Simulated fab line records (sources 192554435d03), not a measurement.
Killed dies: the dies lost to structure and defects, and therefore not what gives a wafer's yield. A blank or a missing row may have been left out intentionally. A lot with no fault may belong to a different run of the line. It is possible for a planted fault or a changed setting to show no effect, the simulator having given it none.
Split-lot trial | flow n5 finfet | route with 1938 steps; 7 lots, 21 wafers read

== THE SPLIT ITSELF ==
At N5_BEOL_M10_PECVD_70 (deposits SiO2 from TEOS/O2, target thk 20 nm, time 22.7 s), the setting time s was moved away from the recipe's 22.7 s on 8 of the 21 wafers read, by -7.3% to +14.7%. The other wafers ran this setting at the recipe's value.

== FROM THE SPLIT TO THE READING: what the file shows between them, 3 steps ==
- N5_BEOL_M10_HM_DEP_02: deposits TiN, target thk 20 nm
- N5_BEOL_M10_COAT_59: time 60 s, resist thk 100 nm
- N5_BEOL_M10_STRIP_77: strips in N2/H2, time 10 s

== THE READING ==
SiO2_of_BEOL_M10_PECVD_70.thk nm (the simulator's own value, which no gauge read), in nm, at N5_BEOL_M10_HM_STRIP_39 (strips TiN in peroxide tin strip, target depth 25 nm, time 158 s). There is no usual value for it anywhere in the file. The 13 wafers here that ran the recipe average 19.6 nm, standard deviation 0.39 nm.

wafer  | tool, chamber at the split | time s as run, s | against the recipe | SiO2_of_BEOL_M10_PECVD_70.thk nm, nm | against lot-mates on the recipe
L076.1 | pecvd-02, 2,0,2            | 22.7             | recipe             | 19.2                                 | -
L076.2 | pecvd-02, 2,0,2            | 22.7             | recipe             | 19.2                                 | -
L076.6 | pecvd-02, 2,0,2            | 22.7             | recipe             | 19.4                                 | -
L081.2 | pecvd-01, 0                | 22.7             | recipe             | 19.4                                 | -
L081.5 | pecvd-01, 0                | 21.04            | -7.3%              | 18.4                                 | -1.3
L081.6 | pecvd-01, 1                | 22.7             | recipe             | 20                                   | -
L086.3 | pecvd-01, 0,0,1            | 26.04            | +14.7%             | 22.4                                 | no lot-mate on the recipe
L086.5 | pecvd-01, 0,0,1            | 26.04            | +14.7%             | 22.4                                 | no lot-mate on the recipe
L086.4 | pecvd-01, 0,0,1            | 26.04            | +14.7%             | 22.6                                 | no lot-mate on the recipe
L089.2 | pecvd-04, 2                | 22.7             | recipe             | 19.8                                 | -
L089.3 | pecvd-04, 0                | 22.7             | recipe             | 19.2                                 | -
L089.4 | pecvd-04, 2                | 22.7             | recipe             | 20                                   | -
L091.3 | pecvd-02, 1                | 25.4             | +11.9%             | 21.6                                 | +1.8
L091.4 | pecvd-02, 2                | 25.4             | +11.9%             | 21.8                                 | +2.0
L091.5 | pecvd-02, 0                | 22.7             | recipe             | 19.8                                 | -
L095.2 | pecvd-01, 1                | 22.7             | recipe             | 19.8                                 | -
L095.4 | pecvd-01, 1                | 22.7             | recipe             | 20                                   | -
L095.6 | pecvd-01, 0                | 22.7             | recipe             | 20                                   | -
L097.1 | pecvd-02, 0                | 25.32            | +11.5%             | 21.4                                 | +2.6
L097.3 | pecvd-02, 1                | 22.7             | recipe             | 18.8                                 | -
L097.6 | pecvd-02, 2                | 25.32            | +11.5%             | 21.8                                 | +3.0
If several chambers appear in one row, that row covers several wafers at once and the file leaves open which wafer was in which chamber.

THE FIT
A straight line over all 21 wafers: SiO2_of_BEOL_M10_PECVD_70.thk nm changes by +0.185 nm for each +1% of time s; r = +0.97; the points scatter about the line by 0.34 nm.
The same after taking each lot's own level away (the mean of its wafers on the recipe; 18 wafers): +0.197 nm for each +1%; r = +0.96; scatter 0.32 nm.
According to that fit, moving time s by its largest amount changes the reading by 2.9 nm.
Across the lots, their own levels run from 18.80 to 19.93 nm, a range of 2.9 times the standard deviation given above.
Consequently the slope shifts little with the lot-to-lot level, the two slopes agreeing.
Check: for one of the wafers moved furthest among these (+11.9%), held out of the fit, the line's prediction against its lot-mates is +2.53 nm. Against them it came out at +1.8 nm.

== OTHER SPLITS ON THESE WAFERS ==
These wafers also went through other splits before the reading. Each is held against what the fit with the lots' levels taken away leaves over:
other split on the same wafers | wafers away from the commonest value | r with SiO2_of_BEOL_M10_PECVD_70.thk nm (lot level and that fit taken away)
N5_BEOL_M10_ILD_DEP_00 time s  | 9                                    | +0.11

== THE WHOLE CHAIN: every reading that the file lists as answering this split, in the file's order ==
step                    | what it does                                                     | reading                                                                           | change (the file's fit)               | r (the file's)
N5_BEOL_M10_PECVD_70    | deposits SiO2 from TEOS/O2, target thk 20 nm, time 22.7 s        | SiO2_of_BEOL_M10_PECVD_70.thk nm (the simulator's own value, which no gauge read) | +0.19 nm for each +1% of the setting  | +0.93
N5_BEOL_M10_HM_STRIP_39 | strips TiN in peroxide tin strip, target depth 25 nm, time 158 s | SiO2_of_BEOL_M10_PECVD_70.thk nm (the simulator's own value, which no gauge read) | +0.196 nm for each +1% of the setting | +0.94

== FILE'S OWN FIT ==
SiO2_of_BEOL_M10_PECVD_70.thk nm changes by +0.196 nm for each +1% of time s, r = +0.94.
